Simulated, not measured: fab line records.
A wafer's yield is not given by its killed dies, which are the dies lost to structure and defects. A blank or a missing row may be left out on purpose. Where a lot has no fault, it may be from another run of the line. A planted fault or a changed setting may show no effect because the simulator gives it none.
One fault seen from 2 desks || flow nand harc || every desk sees just its own numbers, and what lay behind them comes last

THE DEFECT DESK
Inspection counts along the route, by lot: the mean over sampled wafers that carry a number. The brackets show how far a lot's mean lies from the usual mean; more than 4 standard deviations puts the lot out of limits, marked OUT.
Columns: A = raw defect count at NHARC_A_SIN_REMOVE_INSPECT_04, usual 348
{"lot": "L134", "first seen here": "day 15 02:22", "A": 410}
{"lot": "L137", "first seen here": "day 15 10:25", "A": 354}
{"lot": "L139", "first seen here": "day 15 10:25", "A": 351}
{"lot": "L149", "first seen here": "day 18 09:01", "A": 274}
{"lot": "L148", "first seen here": "day 18 15:27", "A": 315}
{"lot": "L150", "first seen here": "day 19 04:07", "A": 416}
{"lot": "L151", "first seen here": "day 19 04:07", "A": 405}
{"lot": "L153", "first seen here": "day 19 04:08", "A": 363}
{"lot": "L154", "first seen here": "day 19 14:41", "A": 305}
{"lot": "L152", "first seen here": "day 20 01:18", "A": 469}
{"lot": "L156", "first seen here": "day 20 01:18", "A": 239}
{"lot": "L155", "first seen here": "day 20 01:19", "A": 284}
{"lot": "L157", "first seen here": "day 20 16:23", "A": 239}
This desk's verdict: no lot among the 13 shows anything out of limits.

AT THE TOOL OWNER'S DESK: ald hk-03
The tool's own readings at NHARC_A_WL_FILL_ALD_00 (deposits Al2O3, target thk 3 nm, pulse time 3 s, ald cycles 30): means of the sampled wafers that have a number, for each lot that ran on this tool. The brackets show how far a lot's mean lies from the usual mean; more than 4 standard deviations puts the lot out of limits, marked OUT.
Columns: A = heater power w at NHARC_A_WL_FILL_ALD_00, usual 477 W; B = precursor pulse height rel at NHARC_A_WL_FILL_ALD_00, usual 0.999
{"lot": "L137", "first seen here": "day 15 11:01", "A": 470, "B": 0.998}
{"lot": "L139", "first seen here": "day 15 11:10", "A": 495, "B": 1.002}
{"lot": "L149", "first seen here": "day 18 10:08", "A": 485, "B": 1.001}
{"lot": "L154", "first seen here": "day 19 14:47", "A": 514, "B": 0.983}
{"lot": "L152", "first seen here": "day 20 01:27", "A": 511, "B": 0.984}
This desk's verdict: no lot among the 5 shows anything out of limits.

TAKEN TOGETHER
Nothing out of limits was seen by the defect desk.
Nothing out of limits was seen by the tool owner's desk.

WHAT HAD BEEN PUT IN BY THE SIMULATOR
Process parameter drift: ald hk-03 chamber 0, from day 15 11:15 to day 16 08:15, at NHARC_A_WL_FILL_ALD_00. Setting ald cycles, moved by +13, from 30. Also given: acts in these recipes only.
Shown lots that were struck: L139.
